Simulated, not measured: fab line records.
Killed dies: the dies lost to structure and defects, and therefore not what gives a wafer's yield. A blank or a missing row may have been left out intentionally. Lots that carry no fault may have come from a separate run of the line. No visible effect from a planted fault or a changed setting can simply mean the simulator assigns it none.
Which of the tools did it? + flow nand harc + 24 lots, 72 wafers sampled, at 5 steps of a route of 1159

== WHAT THE GAUGES SHOWED, per wafer ==
NHARC_A_CONTACT_CD_MEAS_42: target cd 200 nm.
| lot  | measured     | on        | cd nm (nm)        |
|------|--------------|-----------|-------------------|
| L077 | day 16 12:28 | cd sem-02 | 200.7 200.4 201.1 |
| L074 | day 16 17:13 | cd sem-02 | 199.9 200.3 200.3 |
| L075 | day 16 19:42 | cd sem-01 | 199.7 200.9 200.7 |
| L079 | day 16 21:11 | cd sem-03 | 198.6 200.1 199.9 |
| L076 | day 17 00:08 | cd sem-02 | 199.6 199.7 199.2 |
| L078 | day 17 02:29 | cd sem-03 | 200.5 200.5 200.3 |
| L080 | day 17 11:38 | cd sem-01 | 199.6 199.6 199.2 |
| L081 | day 18 00:14 | cd sem-02 | 200.7 201.7 201.4 |
| L083 | day 18 00:35 | cd sem-02 | 199.7 199.9 200.2 |
| L082 | day 18 05:40 | cd sem-02 | 199.8 199.4 199.9 |
| L085 | day 18 17:05 | cd sem-03 | 200.1 199.2 198.7 |
| L084 | day 18 17:34 | cd sem-02 | 199.9 200.1 199.9 |
| L087 | day 19 03:35 | cd sem-01 | 200.4 199.7 200.2 |
| L086 | day 19 04:03 | cd sem-03 | 200.4 200.1 200.3 |
| L090 | day 19 23:41 | cd sem-01 | 200.5 200.7 200.0 |
| L089 | day 20 00:12 | cd sem-01 | 199.9 200.1 200.3 |
| L088 | day 20 11:26 | cd sem-02 | 200.1 200.3 200.4 |
| L091 | day 20 12:32 | cd sem-03 | 200.3 200.9 200.7 |
| L092 | day 20 16:44 | cd sem-03 | 200.6 201.3 201.0 |
| L093 | day 20 16:53 | cd sem-02 | 200.0 200.7 199.7 |
| L096 | day 21 16:55 | cd sem-01 | 199.8 199.5 200.3 |
| L094 | day 21 18:13 | cd sem-01 | 200.1 201.2 200.5 |
| L095 | day 21 21:04 | cd sem-03 | 199.5 200.2 200.0 |
| L097 | day 21 23:19 | cd sem-03 | 200.4 200.3 200.1 |

NHARC_A_CONTACT_CD_MEAS_53.
| lot  | measured     | on        | cd nm (nm)        |
|------|--------------|-----------|-------------------|
| L077 | day 16 16:44 | cd sem-03 | 190.9 191.0 189.8 |
| L074 | day 16 20:46 | cd sem-01 | 189.0 188.6 188.3 |
| L075 | day 16 23:13 | cd sem-01 | 189.5 188.4 188.9 |
| L079 | day 17 00:40 | cd sem-03 | 190.0 190.3 190.7 |
| L076 | day 17 03:45 | cd sem-02 | 189.4 188.2 189.0 |
| L078 | day 17 06:02 | cd sem-03 | 189.5 189.3 189.6 |
| L080 | day 17 16:03 | cd sem-02 | 190.1 190.5 190.4 |
| L081 | day 18 03:59 | cd sem-02 | 189.3 190.2 190.5 |
| L083 | day 18 04:10 | cd sem-02 | 190.9 190.6 190.9 |
| L082 | day 18 09:13 | cd sem-01 | 189.9 190.3 190.4 |
| L085 | day 18 20:43 | cd sem-03 | 190.9 190.4 190.8 |
| L084 | day 18 21:02 | cd sem-02 | 187.7 187.8 187.1 |
| L087 | day 19 07:08 | cd sem-01 | 189.9 189.9 190.3 |
| L086 | day 19 08:29 | cd sem-01 | 190.3 190.3 190.5 |
| L090 | day 20 03:40 | cd sem-01 | 189.6 188.8 189.2 |
| L089 | day 20 03:44 | cd sem-03 | 189.7 189.7 189.6 |
| L088 | day 20 14:59 | cd sem-03 | 189.1 189.7 189.3 |
| L091 | day 20 16:04 | cd sem-01 | 189.7 189.3 189.7 |
| L092 | day 20 21:11 | cd sem-03 | 190.0 190.0 190.6 |
| L093 | day 20 20:23 | cd sem-01 | 189.7 189.8 189.9 |
| L096 | day 21 20:22 | cd sem-01 | 189.4 189.4 190.0 |
| L094 | day 21 21:41 | cd sem-02 | 188.5 187.5 188.5 |
| L095 | day 22 00:53 | cd sem-01 | 189.4 189.1 189.9 |
| L097 | day 22 02:47 | cd sem-03 | 189.1 189.5 189.4 |

== WHAT TOOL EACH LOT RAN ON (gives the tool, then ch and the chambers of the sampled wafers, and finally the start) ==
| lot  | NHARC_A_CONTACT_ETCH_118             | NHARC_A_CONTACT_ETCH_119             | NHARC_A_CONTACT_ETCH_120             |
|------|--------------------------------------|--------------------------------------|--------------------------------------|
| L077 | har cap etch-03 ch 0,1, day 16 15:29 | har cap etch-03 ch 0,1, day 16 15:35 | har cap etch-03 ch 0,1, day 16 15:40 |
| L074 | har cap etch-01 ch 0,1, day 16 19:29 | har cap etch-01 ch 0,1, day 16 19:35 | har cap etch-01 ch 0,1, day 16 19:40 |
| L075 | har cap etch-02 ch 1, day 16 21:56   | har cap etch-02 ch 1, day 16 22:02   | har cap etch-02 ch 1, day 16 22:07   |
| L079 | har cap etch-01 ch 0,1, day 16 23:25 | har cap etch-01 ch 0,1, day 16 23:30 | har cap etch-01 ch 0,1, day 16 23:35 |
| L076 | har cap etch-01 ch 0,1, day 17 02:23 | har cap etch-01 ch 0,1, day 17 02:28 | har cap etch-01 ch 0,1, day 17 02:34 |
| L078 | har cap etch-03 ch 1, day 17 04:46   | har cap etch-03 ch 1, day 17 04:51   | har cap etch-03 ch 1, day 17 04:56   |
| L080 | har cap etch-03 ch 0,1, day 17 14:35 | har cap etch-03 ch 0,1, day 17 14:40 | har cap etch-03 ch 0,1, day 17 14:46 |
| L081 | har cap etch-01 ch 0,1, day 18 02:30 | har cap etch-01 ch 0,1, day 18 02:35 | har cap etch-01 ch 0,1, day 18 02:41 |
| L083 | har cap etch-03 ch 0,1, day 18 02:49 | har cap etch-03 ch 0,1, day 18 02:55 | har cap etch-03 ch 0,1, day 18 03:00 |
| L082 | har cap etch-01 ch 0,1, day 18 07:52 | har cap etch-01 ch 0,1, day 18 07:58 | har cap etch-01 ch 0,1, day 18 08:04 |
| L085 | har cap etch-01 ch 0,1, day 18 19:27 | har cap etch-01 ch 0,1, day 18 19:33 | har cap etch-01 ch 0,1, day 18 19:38 |
| L084 | har cap etch-03 ch 0, day 18 19:46   | har cap etch-03 ch 0, day 18 19:51   | har cap etch-03 ch 0, day 18 19:57   |
| L087 | har cap etch-02 ch 0,1, day 19 05:52 | har cap etch-02 ch 0,1, day 19 05:57 | har cap etch-02 ch 0,1, day 19 06:02 |
| L086 | har cap etch-01 ch 0,1, day 19 06:58 | har cap etch-01 ch 0,1, day 19 07:05 | har cap etch-01 ch 0,1, day 19 07:12 |
| L090 | har cap etch-03 ch 0,1, day 20 02:07 | har cap etch-03 ch 0,1, day 20 02:14 | har cap etch-03 ch 0,1, day 20 02:22 |
| L089 | har cap etch-02 ch 0,1, day 20 02:25 | har cap etch-02 ch 0,1, day 20 02:30 | har cap etch-02 ch 0,1, day 20 02:35 |
| L088 | har cap etch-02 ch 0,1, day 20 13:41 | har cap etch-02 ch 0,1, day 20 13:46 | har cap etch-02 ch 0,1, day 20 13:52 |
| L091 | har cap etch-01 ch 0,1, day 20 14:49 | har cap etch-01 ch 0,1, day 20 14:55 | har cap etch-01 ch 0,1, day 20 15:00 |
| L092 | har cap etch-03 ch 0,1, day 20 19:55 | har cap etch-03 ch 0,1, day 20 20:01 | har cap etch-03 ch 0,1, day 20 20:07 |
| L093 | har cap etch-01 ch 0,1, day 20 19:08 | har cap etch-01 ch 0,1, day 20 19:14 | har cap etch-01 ch 0,1, day 20 19:20 |
| L096 | har cap etch-03 ch 0,1, day 21 19:07 | har cap etch-03 ch 0,1, day 21 19:12 | har cap etch-03 ch 0,1, day 21 19:17 |
| L094 | har cap etch-02 ch 0,1, day 21 20:25 | har cap etch-02 ch 0,1, day 21 20:31 | har cap etch-02 ch 0,1, day 21 20:36 |
| L095 | har cap etch-01 ch 0,1, day 21 23:39 | har cap etch-01 ch 0,1, day 21 23:44 | har cap etch-01 ch 0,1, day 21 23:50 |
| L097 | har cap etch-03 ch 0,1, day 22 01:32 | har cap etch-03 ch 0,1, day 22 01:38 | har cap etch-03 ch 0,1, day 22 01:43 |
- NHARC_A_CONTACT_ETCH_118: etches the open film in C4F8/O2/Ar, time 94 s, target depth 922 nm.
- NHARC_A_CONTACT_ETCH_119: etches the open film in C4F8/O2/Ar, time 94 s, target depth 922 nm.
- NHARC_A_CONTACT_ETCH_120: etches the open film in C4F8/O2/Ar, time 94 s, target depth 922 nm.

== AS READ BY THE TOOLS THEMSELVES (means over the sampled wafers that have a number; for cases with no such wafer, the mark the record gives instead) ==
The record holds no such reading with a usual standard deviation.

== THE ANSWER, worked out from the rows above alone ==
Rule: the lots themselves supply what counts as usual. The widest of any qualifying gaps counts: lots, ordered by their means at a reading, are off when they make up no more than a third of the lots, leave a main group of 4 or more, and stand apart from it by 3 or more times the standard deviation of that group's means. If all means in a main group match to the digits the tables above print for the reading, that group is not used. A lot without any number at a reading at which 4 lots or more have one is off too. The other lots that the step has rows for count as sound. First the gauges in route order, then the tools' own readings, where a lot's mean is used as printed above. At the first step where some lot is off, the reading lying furthest off is the one used; lots without a number count as furthest.
Nothing can be told from this: no lot is off at any reading shown.

== WHAT WAS PUT IN BY THE SIMULATOR ==
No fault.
